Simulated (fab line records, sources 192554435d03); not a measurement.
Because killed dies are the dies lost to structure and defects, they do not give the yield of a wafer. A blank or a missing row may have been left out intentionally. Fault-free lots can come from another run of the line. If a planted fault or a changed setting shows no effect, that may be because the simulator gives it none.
fab line records | flow n5-finfet
record lots=10 | wafers=30 | last-day=18
route steps=1938 shown MIM_BOT_LITHO@1863 PASS1_CAP@1873 TV_OPEN@1888 PASSIVATION@1936
lots that met no fault: from a run of the same line without faults
start-h: hours from the record's opening day to when the first of the lot's shown wafers began | wait-h: hours elapsed since this lot's preceding step | " same as the row above | L1.1+2: several wafers, shown together as one row | - no value, or no start was given | * or withheld: withheld | < > ~ a bound
route shown NAME@n: names a module that has steps shown in the file, with the first one's number in the route | usual: mean/standard deviation taken from wafers without a fault | same: alike in all rows | chamber/n: place in a boat | sites: readings site by site | _std_site: how widely they spread, as a standard deviation | _edge_site: the outer-site mean with the inner-site mean subtracted | radius-mm: for every site, how far away it sits from the centre of the wafer | mask NAME#n: copy n | behind: the tool/chamber that last shaped the wafer | hold: cause of the lot's hold/its duration in hours/its outcome | device: names the non-switching transistor (n, p or np) | end of line: the route-end tests of the same wafers | a step given without rows: its recipe and nothing more | killed: at the first sort, the dies lost to defects and structure; wafer yield is something else | map: per-die view of a wafer (x killed, . not killed, _ where there is no die)
set.NAME: the setting the step ran with; set.NAME@STEP: the setting that earlier step ran with | model.NAME: the simulator's own value behind a step, which no gauge read
the route's steps for a sample of lots (tables are steps, rows are wafers)
services: when a tool's chamber went out of use (start-h, in hours from the record's first day, below 0 if earlier), for how many hours, and the reason
## steps
# step N5_MIM_BOT_LITHO_OVL_MEAS_11
# recipe points-per-wafer=44
# usual MIM_BOT_OVL=-4/5
lot.wafer | tool       | chamber | start-h | wait-h | MIM_BOT_OVL[nm]
L153.2    | overlay-02 | 0       | 261.81  | 0.0    | -4
L153.3    | "          | 0       | "       | "      | -3
L153.4    | "          | 0       | "       | "      | -10
L156.1    | overlay-02 | 0       | 284.38  | 0.0    | -2
L156.2    | "          | 0       | "       | "      | -4
L156.3    | "          | 0       | "       | "      | -5
L158.1    | overlay-02 | 0       | 299.26  | 0.0    | -1
L158.4    | "          | 0       | "       | "      | -1
L158.6    | "          | 0       | "       | "      | -6
L166.2    | overlay-02 | 0       | 342.74  | 0.0    | 2
L166.3    | "          | 0       | "       | "      | 7
L166.4    | "          | 0       | "       | "      | 12
L164.1    | overlay-01 | 0       | 342.90  | 0.0    | -3
L164.2    | "          | 0       | "       | "      | -14
L164.5    | "          | 0       | "       | "      | 1
L167.2    | overlay-02 | 0       | 346.98  | 0.0    | -4
L167.5    | "          | 0       | "       | "      | -13
L167.6    | "          | 0       | "       | "      | -8
L170.2    | overlay-02 | 0       | 369.57  | 0.0    | -6
L170.4    | "          | 0       | "       | "      | -9
L170.5    | "          | 0       | "       | "      | 1
L168.2    | overlay-01 | 0       | 376.34  | 0.0    | -6
L168.3    | "          | 0       | "       | "      | -8
L168.6    | "          | 0       | "       | "      | -5
L172.1    | overlay-01 | 0       | 392.00  | 0.0    | -2
L172.3    | "          | 0       | "       | "      | 2
L172.5    | "          | 0       | "       | "      | -4
L175.2    | overlay-01 | 0       | 412.33  | 0.0    | -4
L175.4    | "          | 0       | "       | "      | -3
L175.6    | "          | 0       | "       | "      | -2
# step N5_MIM_BOT_LITHO_INSPECT_12
# recipe mode=adi | inspect-instrument=macro
# usual raw-defect-count=2.1/1.4
lot.wafer | tool              | chamber | start-h | wait-h | raw-defect-count
L153.2    | defect-inspect-02 | -       | 261.83  | 0.0    | 2
L153.3    | "                 | -       | "       | "      | 1
L153.4    | "                 | -       | "       | "      | 5
L156.1    | defect-inspect-01 | -       | 284.40  | 0.0    | 2
L156.2    | "                 | -       | "       | "      | 4
L156.3    | "                 | -       | "       | "      | 2
L158.1    | defect-inspect-02 | -       | 299.29  | 0.0    | 3
L158.4    | "                 | -       | "       | "      | 7
L158.6    | "                 | -       | "       | "      | 1
L166.2    | defect-inspect-02 | -       | 342.76  | 0.0    | 1
L166.3    | "                 | -       | "       | "      | 1
L166.4    | "                 | -       | "       | "      | 0
L164.1    | defect-inspect-02 | -       | 342.92  | 0.0    | 0
L164.2    | "                 | -       | "       | "      | 0
L164.5    | "                 | -       | "       | "      | 0
L167.2    | defect-inspect-01 | -       | 347.00  | 0.0    | 3
L167.5    | "                 | -       | "       | "      | 2
L167.6    | "                 | -       | "       | "      | 1
L170.2    | defect-inspect-01 | -       | 369.59  | 0.0    | 1
L170.4    | "                 | -       | "       | "      | 3
L170.5    | "                 | -       | "       | "      | 2
L168.2    | defect-inspect-01 | -       | 376.36  | 0.0    | 1
L168.3    | "                 | -       | "       | "      | 1
L168.6    | "                 | -       | "       | "      | 3
L172.1    | defect-inspect-01 | -       | 392.02  | 0.0    | 3
L172.3    | "                 | -       | "       | "      | 3
L172.5    | "                 | -       | "       | "      | 4
L175.2    | defect-inspect-02 | -       | 412.35  | 0.0    | 2
L175.4    | "                 | -       | "       | "      | 5
L175.6    | "                 | -       | "       | "      | 3
# step N5_PASSIVATION_PECVD_55
# recipe material=SiO2 | target-thk-a=4000 | temp-c=400 | precursor=SiH4/N2O | pressure-torr=2.7 | rf-w=608 | time-s=22.5
# usual chamber-pressure-Torr=2.699/0.0061 | heater-power-outer-w=363/59 | heater-power-w=637/91 | showerhead-plenum-p-Torr=8.11/0.086 | showerhead-vpp-V=1515/74 | throttle-valve-pct=51.7/2.9
lot.wafer | tool     | chamber | start-h | wait-h | chamber-pressure-Torr | heater-power-outer-w | heater-power-w | showerhead-plenum-p-Torr | showerhead-vpp-V | throttle-valve-pct
L153.2    | pecvd-02 | 0       | 262.85  | 0.0    | 2.695                 | 388                  | 666            | 8.22                     | 1393             | 49.8
L153.3    | "        | 2       | "       | "      | 2.695                 | 316                  | 547            | 8.01                     | 1598             | 50.8
L153.4    | "        | 2       | "       | "      | 2.690                 | 331                  | 553            | 8.02                     | 1594             | 50.3
L156.1    | pecvd-02 | 0       | 285.33  | 0.0    | 2.697                 | 334                  | 580            | 8.22                     | 1374             | 49.8
L156.2    | "        | 1       | "       | "      | 2.702                 | 452                  | 744            | 7.92                     | 1531             | 56.6
L156.3    | "        | 2       | "       | "      | 2.696                 | 375                  | 604            | 8.01                     | 1618             | 50.3
L158.1    | pecvd-01 | 2       | 300.34  | 0.0    | 2.696                 | 316                  | 582            | 8.09                     | 1428             | 52.0
L158.4    | "        | 2       | "       | "      | 2.705                 | 324                  | 612            | 8.06                     | 1414             | 52.1
L158.6    | "        | 1       | "       | "      | 2.711                 | 268                  | 423            | 8.10                     | 1517             | 51.7
L166.2    | pecvd-01 | 0       | 343.68  | 0.0    | -                     | -                    | -              | -                        | -                | -
L166.3    | "        | 1       | "       | "      | -                     | -                    | -              | -                        | -                | -
L166.4    | "        | 1       | "       | "      | -                     | -                    | -              | -                        | -                | -
L164.1    | pecvd-02 | 2       | 344.32  | 0.0    | -                     | -                    | -              | -                        | -                | -
L164.2    | "        | 0       | "       | "      | -                     | -                    | -              | -                        | -                | -
L164.5    | "        | 2       | "       | "      | -                     | -                    | -              | -                        | -                | -
L167.2    | pecvd-01 | 1       | 348.91  | 0.0    | 2.697                 | 346                  | 528            | 8.10                     | 1527             | 51.4
L167.5    | "        | 1       | "       | "      | 2.695                 | 358                  | 523            | 8.08                     | 1505             | 51.3
L167.6    | "        | 2       | "       | "      | 2.695                 | 337                  | 625            | 8.08                     | 1425             | 52.5
L170.2    | pecvd-04 | 1       | 370.73  | 0.0    | 2.706                 | 455                  | 739            | 8.26                     | 1510             | 51.5
L170.4    | "        | 1       | "       | "      | 2.698                 | 345                  | 589            | 8.23                     | 1526             | 51.7
L170.5    | "        | 2       | "       | "      | 2.693                 | 381                  | 716            | 8.10                     | 1591             | 46.8
L168.2    | pecvd-04 | 1       | 377.28  | 0.0    | 2.701                 | 405                  | 651            | 8.24                     | 1546             | 51.6
L168.3    | "        | 0       | "       | "      | 2.695                 | 341                  | 658            | 8.06                     | 1550             | 52.4
L168.6    | "        | 0       | "       | "      | 2.699                 | 234                  | 545            | 8.06                     | 1537             | 52.7
L172.1    | pecvd-01 | 2       | 392.95  | 0.0    | 2.691                 | 316                  | 610            | 8.06                     | 1411             | 53.0
L172.3    | "        | 2       | "       | "      | 2.695                 | 324                  | 607            | 8.09                     | 1415             | 52.7
L172.5    | "        | 0       | "       | "      | 2.704                 | 313                  | 572            | 8.14                     | 1427             | 55.8
L175.2    | pecvd-01 | 1       | 413.34  | 0.0    | 2.706                 | 283                  | 455            | 8.07                     | 1506             | 46.3
L175.4    | "        | 2       | "       | "      | 2.687                 | 330                  | 622            | 8.09                     | 1428             | 52.9
L175.6    | "        | 0       | "       | "      | 2.702                 | 299                  | 552            | 8.14                     | 1425             | 55.7
# step N5_PASSIVATION_PECVD_01
# recipe material=SiNx | target-thk-a=2000 | temp-c=400 | precursor=SiH4/NH3/N2 | pressure-torr=4.9 | rf-w=1406 | time-s=43.2
# usual chamber-pressure-Torr=4.901/0.011 | heater-power-outer-w=150/59 | heater-power-w=353/97 | showerhead-plenum-p-Torr=8.64/0.061 | showerhead-vpp-V=2300/110 | throttle-valve-pct=29.2/1.6
lot.wafer | tool     | chamber | start-h | wait-h | chamber-pressure-Torr | heater-power-outer-w | heater-power-w | showerhead-plenum-p-Torr | showerhead-vpp-V | throttle-valve-pct
L153.2    | pecvd-02 | 0       | 262.88  | 0.0    | 4.923                 | 155                  | 340            | 8.69                     | 2138             | 28.0
L153.3    | "        | 2       | "       | "      | 4.898                 | 114                  | 255            | 8.56                     | 2441             | 28.4
L153.4    | "        | 2       | "       | "      | 4.887                 | 118                  | 268            | 8.56                     | 2439             | 28.5
L156.1    | pecvd-02 | 0       | 285.36  | 0.0    | 4.877                 | 197                  | 401            | 8.71                     | 2144             | 28.4
L156.2    | "        | 1       | "       | "      | 4.886                 | 269                  | 506            | 8.51                     | 2341             | 31.7
L156.3    | "        | 2       | "       | "      | 4.905                 | 171                  | 329            | 8.55                     | 2447             | 28.8
L158.1    | pecvd-01 | 2       | 300.38  | 0.0    | 4.910                 | 74                   | 270            | 8.62                     | 2145             | 29.8
L158.4    | "        | 2       | "       | "      | 4.904                 | 81                   | 275            | 8.61                     | 2141             | 29.6
L158.6    | "        | 1       | "       | "      | 4.906                 | 126                  | 222            | 8.61                     | 2305             | 29.0
L166.2    | pecvd-01 | 0       | 343.72  | 0.0    | 4.915                 | 168                  | 361            | 8.68                     | 2191             | 31.5
L166.3    | "        | 1       | "       | "      | 4.900                 | 144                  | 241            | 8.63                     | 2299             | 29.2
L166.4    | "        | 1       | "       | "      | 4.903                 | 146                  | 245            | 8.62                     | 2329             | 29.1
L164.1    | pecvd-02 | 2       | 344.36  | 0.0    | 4.919                 | 135                  | 281            | 8.58                     | 2400             | 28.4
L164.2    | "        | 0       | "       | "      | 4.895                 | 104                  | 281            | 8.70                     | 2107             | 28.3
L164.5    | "        | 2       | "       | "      | 4.898                 | 136                  | 293            | 8.58                     | 2437             | 28.9
L167.2    | pecvd-01 | 1       | 348.94  | 0.0    | 4.893                 | 128                  | 227            | 8.65                     | 2269             | 29.2
L167.5    | "        | 1       | "       | "      | 4.881                 | 134                  | 233            | 8.62                     | 2259             | 29.1
L167.6    | "        | 2       | "       | "      | 4.908                 | 126                  | 344            | 8.61                     | 2157             | 29.5
L170.2    | pecvd-04 | 1       | 370.76  | 0.0    | 4.902                 | 217                  | 413            | 8.71                     | 2342             | 29.2
L170.4    | "        | 1       | "       | "      | 4.899                 | 220                  | 408            | 8.73                     | 2297             | 29.3
L170.5    | "        | 2       | "       | "      | 4.890                 | 242                  | 546            | 8.63                     | 2459             | 26.7
L168.2    | pecvd-04 | 1       | 377.32  | 0.0    | 4.903                 | 152                  | 326            | 8.75                     | 2395             | 29.1
L168.3    | "        | 0       | "       | "      | 4.906                 | 89                   | 327            | 8.60                     | 2349             | 29.8
L168.6    | "        | 0       | "       | "      | 4.913                 | 98                   | 347            | 8.58                     | 2360             | 29.8
L172.1    | pecvd-01 | 2       | 393.00  | 0.0    | 4.892                 | 86                   | 284            | 8.62                     | 2172             | 29.9
L172.3    | "        | 2       | "       | "      | 4.891                 | 94                   | 303            | 8.60                     | 2132             | 29.9
L172.5    | "        | 0       | "       | "      | 4.904                 | 162                  | 360            | 8.67                     | 2189             | 31.5
L175.2    | pecvd-01 | 1       | 413.37  | 0.0    | 4.885                 | 80                   | 184            | 8.63                     | 2352             | 26.4
L175.4    | "        | 2       | "       | "      | 4.897                 | 67                   | 254            | 8.60                     | 2074             | 30.1
L175.6    | "        | 0       | "       | "      | 4.920                 | 132                  | 306            | 8.68                     | 2175             | 31.5
# step N5_PASSIVATION_VIA_ETCH_13
# recipe chemistry=CHF3/O2 | target=SiO2 | target-depth-a=6600 | CHF3_flow_sccm=50 | O2_flow_sccm=5 | Ar_flow_sccm=200 | time-s=330 | mask-material=PR | pressure-mtorr=30 | source-w=650 | bias-w=170 | ion-energy-ev=200 | ends=cleared
# usual drypump-motor-current-A=5.8/0.42 | etch-rf-on-time-s=239/4.7 | oes-product-au=0.68/0.077 | rf-vpp-V=527/11 | showerhead-plenum-p-Torr=2.41/0.09 | throttle-valve-pct=18.97/0.22
lot.wafer | tool        | chamber | start-h | wait-h | drypump-motor-current-A | etch-rf-on-time-s | oes-product-au | rf-hours-counter-h | rf-vpp-V | showerhead-plenum-p-Torr | throttle-valve-pct
L153.2    | rie-diel-05 | 1       | 263.59  | 0.0    | 5.7                     | 238               | 0.63           | 198                | 531      | 2.31                     | 19.37
L153.3    | "           | 2       | "       | "      | 5.6                     | 240               | 0.63           | 236                | 506      | 2.48                     | 18.99
L153.4    | "           | 0       | "       | "      | 5.9                     | 237               | 0.74           | 98                 | 546      | 2.52                     | 18.94
L156.1    | rie-diel-02 | 1       | 286.10  | 0.0    | 6.2                     | 237               | 0.64           | 220                | 523      | 2.48                     | 18.97
L156.2    | "           | 3       | "       | "      | 5.9                     | 237               | 0.61           | 231                | 522      | 2.28                     | 18.96
L156.3    | "           | 2       | "       | "      | 5.0                     | 231               | 0.65           | 217                | 526      | 2.38                     | 18.79
L158.1    | rie-diel-01 | 2       | 303.00  | 0.0    | 6.0                     | 244               | 0.62           | 221                | 542      | 2.48                     | 19.14
L158.4    | "           | 3       | "       | "      | 4.9                     | 235               | 0.62           | 231                | 525      | 2.30                     | 18.99
L158.6    | "           | 1       | "       | "      | 6.5                     | 243               | 0.75           | -                  | 521      | 2.42                     | 18.71
L166.2    | rie-diel-01 | 2       | 346.24  | 0.0    | 5.9                     | 335               | 0.62           | 234                | 543      | 2.48                     | 19.18
L166.3    | "           | 1       | "       | "      | 6.5                     | 325               | 0.75           | 93                 | 520      | 2.41                     | 18.74
L166.4    | "           | 0       | "       | "      | 6.0                     | 331               | 0.67           | 200                | 521      | 2.29                     | 19.13
L164.1    | rie-diel-01 | 0       | 347.23  | 0.0    | 6.0                     | 332               | 0.67           | 201                | 520      | 2.29                     | 19.15
L164.2    | "           | 1       | "       | "      | 6.5                     | 329               | 0.75           | 93                 | 522      | 2.42                     | 18.73
L164.5    | "           | 0       | "       | "      | 6.0                     | 332               | 0.67           | -                  | 523      | 2.29                     | 19.16
L167.2    | rie-diel-01 | 1       | 350.74  | 0.0    | 6.5                     | 229               | 0.75           | 94                 | 522      | 2.41                     | 18.73
L167.5    | "           | 3       | "       | "      | 5.0                     | 240               | 0.61           | -                  | 523      | 2.29                     | 19.01
L167.6    | "           | 0       | "       | "      | 6.0                     | 235               | 0.66           | -                  | 522      | 2.29                     | 19.14
L170.2    | rie-diel-01 | 1       | 375.35  | 0.0    | 6.5                     | 238               | 0.73           | 99                 | 521      | 2.41                     | 18.76
L170.4    | "           | 2       | "       | "      | 6.0                     | 246               | 0.62           | -                  | 544      | 2.48                     | 19.18
L170.5    | "           | 1       | "       | "      | 6.5                     | 244               | 0.74           | -                  | 520      | 2.41                     | 18.73
L168.2    | rie-diel-01 | 2       | 379.02  | 0.0    | 6.0                     | 233               | 0.62           | 243                | 543      | 2.48                     | 19.17
L168.3    | "           | 1       | "       | "      | 6.5                     | 236               | 0.73           | 101                | 521      | 2.41                     | 18.76
L168.6    | "           | 1       | "       | "      | 6.5                     | 239               | 0.73           | -                  | 521      | 2.41                     | 18.74
L172.1    | rie-diel-05 | 2       | 397.14  | 0.0    | 5.6                     | 240               | 0.80           | 17                 | 506      | 2.47                     | 18.61
L172.3    | "           | 0       | "       | "      | 5.8                     | 239               | 0.70           | 136                | 545      | 2.51                     | 19.00
L172.5    | "           | 3       | "       | "      | 5.6                     | 236               | 0.79           | -                  | 530      | 2.47                     | 18.69
L175.2    | rie-diel-01 | 0       | 415.26  | 0.0    | 6.1                     | 239               | 0.65           | 223                | 521      | 2.29                     | 19.16
L175.4    | "           | 2       | "       | "      | 5.9                     | 237               | 0.91           | 0                  | 542      | 2.47                     | 18.79
L175.6    | "           | 0       | "       | "      | 6.1                     | 239               | 0.65           | -                  | 521      | 2.29                     | 19.19
# step N5_PASSIVATION_PROBE_49
# usual defect-limited-yield=91.0/1.3 | killed_at_M0_to_M3=36/9.5 | killed_at_M4_up=14/5.6 | killed-at-contacts=12/6.4 | killed-at-front-end=40/10 | killed-at-other=3.2/3 | killed-dies=107/15 | killed-open=69/12 | killed-short=35/7.7 | sort_bin_5_function=5.3/0.91 | sort_bin_6_memory=3.3/0.65 | sort_bin_8_speed=0.00/0.012 | sort-n-pass=1073/15 | sort-yield-pct=91.0/1.3
# same gross-dies=1180 | killed-at-back-side=0 | sort_bin_4_leakage[%]=0
lot.wafer | tool      | chamber | start-h | wait-h | defect-limited-yield[%] | killed_at_M0_to_M3 | killed_at_M4_up | killed-at-contacts | killed-at-front-end | killed-at-other | killed-dies | killed-open | killed-short | sort_bin_5_function[%] | sort_bin_6_memory[%] | sort_bin_8_speed[%] | sort-n-pass | sort-yield-pct[%]
L158.1    | prober-02 | -       | 310.45  | 0.0    | 90.5                    | 44                 | 11              | 7                  | 48                  | 2               | 112         | 72          | 38           | 6.1                    | 3.1                  | 0                   | 1068        | 90.5
L158.4    | prober-02 | -       | 310.60  | 0.2    | 91.6                    | 40                 | 11              | 3                  | 44                  | 1               | 99          | 57          | 41           | 4.5                    | 3.4                  | 0                   | 1081        | 91.6
L158.6    | prober-02 | -       | 310.70  | 0.3    | 88.2                    | 54                 | 12              | 7                  | 63                  | 3               | 139         | 79          | 53           | 6.6                    | 4.4                  | 0                   | 1041        | 88.2
L164.2    | prober-01 | -       | 354.73  | 0.1    | 93.3                    | 24                 | 9               | 12                 | 32                  | 2               | 79          | 39          | 40           | 4.1                    | 2.3                  | 0                   | 1101        | 93.3
# killed by level:class
L158.1 BEOL_M0_SAQP:geometric-particle:open=9 FIN_SAQP:geometric-particle:open=8 BEOL_M0_SAQP:geometric-particle:short=8 BEOL_M1:geometric-particle:open=8 FIN_SAQP:geometric-particle:short=7 BEOL_M4:geometric-particle:open=7 STI_FIN_REVEAL:geometric-particle:open=6 SPACER0:geometric-particle:short=6
L158.4 BEOL_M1:geometric-particle:open=11 BEOL_M0_SAQP:geometric-particle:open=9 DUMMY_GATE:geometric-particle:short=6 GATE_CUT:geometric-particle:short=6 FIN_SAQP:geometric-particle:short=5 BEOL_M0_SAQP:geometric-particle:short=5 BEOL_M3:geometric-particle:open=5 FIN_SAQP:geometric-particle:open=4
L158.6 BEOL_M0_SAQP:geometric-particle:short=18 STI_FIN_REVEAL:geometric-particle:open=15 BEOL_M0_SAQP:geometric-particle:open=10 FIN_SAQP:geometric-particle:open=9 FIN_SAQP:geometric-particle:short=8 DUMMY_GATE:geometric-particle:open=7 BEOL_M2:geometric-particle:open=7 BEOL_M1:geometric-particle:open=6
L164.2 MOL_CONTACT_COAG:geometric-particle:open=9 FIN_SAQP:geometric-particle:short=8 STI_FIN_REVEAL:geometric-particle:open=5 GATE_CUT:geometric-particle:short=5 BEOL_M0_SAQP:geometric-particle:short=5 DUMMY_GATE:geometric-particle:open=4 BEOL_M0_SAQP:geometric-particle:open=4 BEOL_M2:geometric-particle:open=4
## services
tool        | chamber | start-h | hours | kind
pecvd-04    | 1       | 255.80  | 14.1  | repair
pecvd-02    | 2       | 299.65  | 5.5   | scheduled-down
pecvd-02    | -       | 307.51  | 5.5   | pm
pecvd-01    | 2       | 326.11  | -     | calibration
pecvd-02    | -       | 337.70  | 3.3   | repair
pecvd-01    | 0       | 351.26  | 5.5   | scheduled-down
pecvd-01    | 1       | 356.72  | 2.1   | scheduled-down
rie-diel-05 | 0       | 365.70  | 8.6   | repair
rie-diel-01 | 3       | 374.08  | -     | clean
rie-diel-01 | 3       | 374.08  | -     | consumable-replace:focus-ring
rie-diel-01 | 3       | 374.08  | -     | consumable-replace:showerhead
rie-diel-01 | 3       | 374.08  | 19.6  | scheduled-down
rie-diel-01 | 3       | 374.08  | 19.6  | vent-cycle
pecvd-01    | 1       | 383.62  | -     | clean
pecvd-01    | 1       | 383.62  | -     | consumable-replace:showerhead
pecvd-01    | 1       | 383.62  | 29.0  | scheduled-down
pecvd-01    | 1       | 383.62  | 29.0  | vent-cycle
rie-diel-01 | 2       | 395.59  | -     | clean
rie-diel-01 | 2       | 395.59  | -     | consumable-replace:focus-ring
rie-diel-01 | 2       | 395.59  | 18.0  | scheduled-down
rie-diel-01 | 2       | 395.59  | 18.0  | vent-cycle
rie-diel-05 | -       | 399.12  | 0.8   | repair
pecvd-02    | -       | 413.17  | 1.3   | repair
pecvd-02    | -       | 414.49  | 2.8   | pm
## key
first-sign step=N5_PASSIVATION_PECVD_55 | reading=tool-record | direction=missing
effect step=N5_PASSIVATION_VIA_ETCH_13 | reading=etch-rf-on-time-s | direction=up | sigmas=20 | usual=* | struck=*
met-at N5_PASSIVATION_PECVD_55
struck-lots L164,L166
not-acting-at N5_MIM_BOT_LITHO_OVL_MEAS_11,N5_MIM_BOT_LITHO_INSPECT_12,N5_PASSIVATION_PECVD_01
onset-between 300.34 343.68
fault kind=skipped-step-whole | tool=pecvd-01,pecvd-02 | chamber=- | onset-h=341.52 | steps=N5_PASSIVATION_PECVD_55 | scope=struck-lots-only
